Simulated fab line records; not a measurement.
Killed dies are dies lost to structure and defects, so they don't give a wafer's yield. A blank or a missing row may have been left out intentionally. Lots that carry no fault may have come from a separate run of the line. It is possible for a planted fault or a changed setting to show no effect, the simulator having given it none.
Split-lot trial | flow n5Finfet | route with 1938 steps; 7 lots, 21 wafers read

## ON THE SPLIT
At N5_BEOL_M2_ILD_DEP_00 (deposits SiOC from DEMS/O2, target thk 79 nm, time 15.3 s), the setting timeS was moved away from the recipe's 15.3 s on 8 of the 21 wafers read, by -12.5% to +8.6%. For the rest of the wafers, this setting stayed at what the recipe calls for.

Between the split and the reading, the file records no step.

## THE READING
Values of M2_ILD_THK in nm from N5_BEOL_M2_THK_MEAS_01. On this fab line, fault-free wafers typically give 78.7 nm with a standard deviation of 0.98 nm.

wafer  | tool, chamber at the split | timeS as run, s | against the recipe | M2_ILD_THK, nm | against lot-mates on the recipe
L076.1 | pecvd-03, 2                | 15.3            | recipe             | 77.8           | -
L076.3 | pecvd-03, 2                | 13.38           | -12.5%             | 69.1           | -9.4
L076.5 | pecvd-03, 1                | 15.3            | recipe             | 79.2           | -
L077.1 | pecvd-02, 0                | 15.3            | recipe             | 77.5           | -
L077.2 | pecvd-02, 1                | 13.97           | -8.7%              | 70.8           | -6.7
L077.4 | pecvd-02, 2                | 13.97           | -8.7%              | 72.2           | -5.3
L081.2 | pecvd-03, 1                | 15.91           | +4.0%              | 81.1           | +1.5
L081.3 | pecvd-03, 2                | 15.91           | +4.0%              | 81.4           | +1.8
L081.5 | pecvd-03, 2                | 15.3            | recipe             | 79.6           | -
L086.4 | pecvd-04, 2,1              | 15.3            | recipe             | 79.3           | -
L086.5 | pecvd-04, 2,1              | 15.3            | recipe             | 79.5           | -
L086.6 | pecvd-04, 0                | 15.3            | recipe             | 78.7           | -
L092.1 | pecvd-03, 0                | 15.3            | recipe             | 78.6           | -
L092.3 | pecvd-03, 2                | 15.3            | recipe             | 78.7           | -
L092.6 | pecvd-03, 1                | 14.15           | -7.5%              | 74.3           | -4.4
L094.1 | pecvd-03, 0                | 15.3            | recipe             | 79.0           | -
L094.5 | pecvd-03, 0                | 16.61           | +8.6%              | 86.0           | +7.0
L094.6 | pecvd-03, 1                | 16.61           | +8.6%              | 86.1           | +7.1
L096.1 | pecvd-03, 0                | 15.3            | recipe             | 78.7           | -
L096.5 | pecvd-03, 0                | 15.3            | recipe             | 79.1           | -
L096.6 | pecvd-03, 1                | 15.3            | recipe             | 79.6           | -
Where a row lists several chambers, the file gives one row for several wafers and doesn't say which wafer went through which chamber.

THE FIT
A straight line over all 21 wafers: M2_ILD_THK changes by +0.785 nm for each +1% of timeS; r = +0.99; the points scatter about the line by 0.72 nm.
The same after taking each lot's own level away (the mean of its wafers on the recipe; 21 wafers): +0.716 nm for each +1%; r = +0.98; scatter 0.68 nm.
According to that fit, moving timeS by its largest amount changes the reading by 9 nm.
The lots' own levels span 77.50 to 79.60 nm, that is 2.1 times the standard deviation above.
Consequently the slope shifts little with the lot-to-lot level, the two slopes agreeing.
Check: with one of the wafers moved furthest among these (-12.5%) left out of the fit, the line predicts -8.76 nm for it against its lot-mates. Against them it came out at -9.4 nm.

## OTHER SPLITS APPLIED TO THESE WAFERS
Before the reading, these wafers also passed through other splits. Each is held against what the fit with the lots' levels taken away leaves over:
other split on the same wafers  | wafers away from the commonest value | r with M2_ILD_THK (lot level and that fit taken away)
N5_BEOL_M0_SAQP_COAT_34 spinRpm | 3                                    | -0.23
N5_BEOL_M1_EXPOSE_25 doseMj     | 7                                    | -0.19

## THE WHOLE CHAIN: every reading that the file lists as answering this split, in the file's order
step                   | what it does                                              | reading                                                                           | change (the file's fit)               | r (the file's)
N5_BEOL_M2_ILD_DEP_00  | deposits SiOC from DEMS/O2, target thk 79 nm, time 15.3 s | SiOC_of_BEOL_M2_ILD_DEP_00.thkNm (the simulator's own value, which no gauge read) | +0.711 nm for each +1% of the setting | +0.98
N5_BEOL_M2_THK_MEAS_01 |                                                           | M2_ILD_THK                                                                        | +0.711 for each +1% of the setting    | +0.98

## FILE'S OWN FIT
M2_ILD_THK changes by +0.711 nm for each +1% of timeS, r = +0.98.
